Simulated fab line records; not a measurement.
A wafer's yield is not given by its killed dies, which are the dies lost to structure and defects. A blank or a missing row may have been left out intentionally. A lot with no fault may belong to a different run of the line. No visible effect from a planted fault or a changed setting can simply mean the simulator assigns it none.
Which tool was responsible? ; flow nandHarc ; 45 wafers from 15 lots sampled at 5 of the route's 1302 steps

WHAT EACH GAUGE READ, for each wafer
NHARC_HYBRID_BOND_OVL_MEAS_05. Usual: overlayXNm 4 nm, standard deviation 35; overlayYNm -5 nm, standard deviation 34.
lot;measured;on;overlayXNm (nm);overlayYNm (nm);flag
L934;day 24 06:29;overlay-01;9 -118 18;-16 -16 -31;
L933;day 23 12:50;overlay-02;-42 -26 -4;-22 -51 -3;
L935;day 24 19:51;overlay-02;-56 46 18;52 27 -17;
L936;day 24 19:51;overlay-01;24 1 8;3 68 -20;
L937;day 25 11:53;overlay-01;2 -37 37;-28 18 1;
L938;day 25 20:38;overlay-01;22 27 99;1 29 58;
L939;day 26 04:39;overlay-02;24 -23 20;-33 -36 -32;
L951;day 31 20:25;overlay-02;-71 6 29;-17 -33 33;
L952;day 31 15:11;overlay-02;16 21 -58;-37 24 5;
L954;day 32 14:46;overlay-02;28 -26 -24;2 -19 -45;
L953;day 33 21:22;overlay-01;8 12 40;20 45 -10;
L955;day 33 04:07;overlay-02;50 12 13;16 -75 60;

NHARC_THIN_TSV_INSPECT_40. Usual: rawDefectCount at 535, with a standard deviation of 75.
lot;measured;on;rawDefectCount;flag
L934;day 24 21:05;defectInspect-01;389 496 506;
L933;day 24 08:10;defectInspect-02;452 522 455;
L935;day 25 10:42;defectInspect-02;489 549 562;
L936;day 25 10:42;defectInspect-01;553 646 708;
L937;day 26 02:30;defectInspect-02;543 622 647;
L938;day 26 12:39;defectInspect-01;397 475 499;
L939;day 26 20:05;defectInspect-01;689 704 723;
L951;day 32 18:11;defectInspect-02;544 552 473;
L952;day 32 18:11;defectInspect-02;653 590 556;
L954;day 33 10:37;defectInspect-01;529 544 522;
L953;day 34 13:52;defectInspect-01;407 469 543;
L955;day 33 19:57;defectInspect-01;462 449 443;

NHARC_END_SORT_01. Usual: killedAtArray 63, standard deviation 27; killedAtOther 0.7, standard deviation 1.2; killedAtPeriphery 3.1, standard deviation 2; killedDies 67, standard deviation 28; killedOpen 3.0, standard deviation 1.9; killedShort 2.2, standard deviation 1.5.
lot;measured;on;killedAtArray;killedAtOther;killedAtPeriphery;killedDies;killedOpen;killedShort;flag
L933;day 24 11:13;prober-01;80 72 72;0 1 0;1 2 1;81 75 73;0 3 4;2 3 3;
L941;day 28 06:05;prober-01;672 669 670;4 6 5;1 2 2;677 677 677;3 1 4;1 4 0;OFF
L940;day 27 20:20;prober-02;671 675 675;1 1 0;5 1 2;677 677 677;2 1 0;5 1 3;OFF
L943;day 28 22:20;prober-01;671 669 668;2 2 3;4 6 6;677 677 677;2 4 3;3 2 4;OFF
L954;day 33 13:41;prober-01;61 67 63;0 2 1;1 1 5;62 70 69;3 3 3;1 4 3;

WHAT TOOL EACH LOT RAN ON (gives the tool, then ch and the chambers of the sampled wafers, and finally the start)
lot;NHARC_A_DECK1_JOINT_ETCH_25;NHARC_THIN_TSV_CMP_21
L934;wetBench-06 ch 1,4,5, day 11 12:55;cmp-03 ch 0,2,3, day 24 13:43
L933;wetBench-05 ch 2,5,6, day 11 12:55;cmp-04 ch 0,1,2, day 23 23:30
L935;wetBench-01 ch 0,1,7, day 12 03:36;cmp-03 ch 0,2,3, day 25 04:00
L936;wetBench-06 ch 2,4,7, day 12 08:01;cmp-02 ch 0,2,3, day 25 03:05
L937;wetBench-06 ch 3,5,7, day 12 18:30;cmp-04 ch 0,1,3, day 25 18:47
L938;wetBench-06 ch 2,6,7, day 13 04:53;cmp-02 ch 0,1, day 26 03:47
L939;wetBench-01 ch 0,2,3, day 13 14:47;cmp-04 ch 0,1,3, day 26 11:47
L941;wetBench-06 ch 1,5,6, day 14 11:02;-
L940;wetBench-05 ch 2,3,4, day 14 11:03;-
L943;wetBench-05 ch 0,1,2, day 15 02:09;-
L951;wetBench-05 ch 1,2,6, day 18 11:14;cmp-03 ch 1,2,3, day 32 08:43
L952;wetBench-01 ch 0,5,6, day 19 06:08;cmp-03 ch 0,2,3, day 32 07:34
L954;wetBench-05 ch 1,5,7, day 20 02:47;cmp-02 ch 0,1, day 33 01:07
L953;wetBench-06 ch 0,4,6, day 20 02:48;cmp-02 ch 2,3, day 34 04:26
L955;wetBench-06 ch 0,3,6, day 20 09:12;cmp-04 ch 1,2,3, day 33 12:16
- NHARC_A_DECK1_JOINT_ETCH_25: etches SiO2 in dHF, target depth 0.5 nm.
- NHARC_THIN_TSV_CMP_21: polishes, t overpolish 30 s, target thk 2000 nm.

WHAT THE TOOLS THEMSELVES READ (means of the sampled wafers that have a number; where no wafer has one, the mark that the record gives instead)
NHARC_THIN_TSV_CMP_21. Usual: motorCurrentA 11.9 A, standard deviation 1.1; overpolishRunS 30.000 s, standard deviation 0.0089.
lot;tool;motorCurrentA (A);overpolishRunS (s);flag
L934;cmp-03;11.4;29.998;
L933;cmp-04;11.4;29.995;
L935;cmp-03;11.5;30.000;
L936;cmp-02;11.9;30.006;
L937;cmp-04;12.6;30.007;
L938;cmp-02;12.9;30.002;
L939;cmp-04;12.2;30.004;
L951;cmp-03;12.1;30.003;
L952;cmp-03;11.6;29.997;
L954;cmp-02;13.5;29.999;
L953;cmp-02;12.5;29.997;
L955;cmp-04;12.3;30.008;

THE ANSWER, worked out from the rows above alone
Rule: lot off if the mean of its wafers having a number is beyond 3 standard deviations from the usual mean. Also off: a lot with no number at a reading for which 4 or more lots have one. Where the step has rows for the other lots, those lots are counted as sound. After the gauges, taken in route order, come the tools' own readings; for these a lot's mean is taken, as printed above. The first step at which some lot is off is used, and at that step the reading that is off furthest; a lot without a number counts as furthest.
Off, at NHARC_END_SORT_01 on killedAtArray: L941, L940, L943. Neither off nor sound, because the step has no rows for them: L934, L935, L936, L937, L938, L939, L951, L952, L953, L955.
If a tool, at a process step before that reading, ran all the lots that are off and no sound lot after the first of them, it fits. Gauges at NHARC_END_SORT_01: tried the same way as those tools. No candidate that was tried fits.

WHAT THE SIMULATOR PUT IN
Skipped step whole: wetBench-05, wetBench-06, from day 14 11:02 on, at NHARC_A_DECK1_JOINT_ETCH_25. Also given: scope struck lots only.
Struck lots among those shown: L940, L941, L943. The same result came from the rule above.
